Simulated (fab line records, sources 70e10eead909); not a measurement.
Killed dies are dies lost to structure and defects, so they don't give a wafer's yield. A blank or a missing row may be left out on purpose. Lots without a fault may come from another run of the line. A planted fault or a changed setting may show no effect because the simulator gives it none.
Which tool did it? | flow nand_harc | 6 lots, 18 wafers sampled, at 1 step of a route of 1302

WHAT THE GAUGES READ, wafer by wafer
NHARC_P_ZERO_WELL_INSPECT_43.
lot  | measured     | on                | raw_defect_count
L567 | day 2 13:42  | defect_inspect-01 | 17 13 29
L571 | day 4 05:40  | defect_inspect-02 | 14 21 19
L576 | day 6 07:55  | defect_inspect-02 | 10 20 15
L585 | day 10 01:28 | defect_inspect-01 | 19 12 13
L587 | day 10 22:17 | defect_inspect-02 | 20 17 11
L589 | day 11 17:34 | defect_inspect-01 | 17 11 23

WHICH TOOL RAN EACH LOT (tool, then ch and the chambers of the sampled wafers, then the start)
The record holds no process step before these readings.

THE ANSWER, worked out from the rows above alone
Rule: what is usual is taken from the lots themselves. Put in order of their means at a reading, lots are off if they are a third of the lots or fewer, leave a main group of 4 or more, and stand apart from it by a gap of 3 or more times the standard deviation of the main group's means; of several such gaps the widest counts. A main group whose means are all the same, to the digits that the tables above print for the reading, isn't used. A lot without any number at a reading at which 4 lots or more have one is off too. The other lots that the step has rows for count as sound.
No lot is off at any reading shown: from this, nothing can be told.

WHAT THE SIMULATOR HAD PUT IN
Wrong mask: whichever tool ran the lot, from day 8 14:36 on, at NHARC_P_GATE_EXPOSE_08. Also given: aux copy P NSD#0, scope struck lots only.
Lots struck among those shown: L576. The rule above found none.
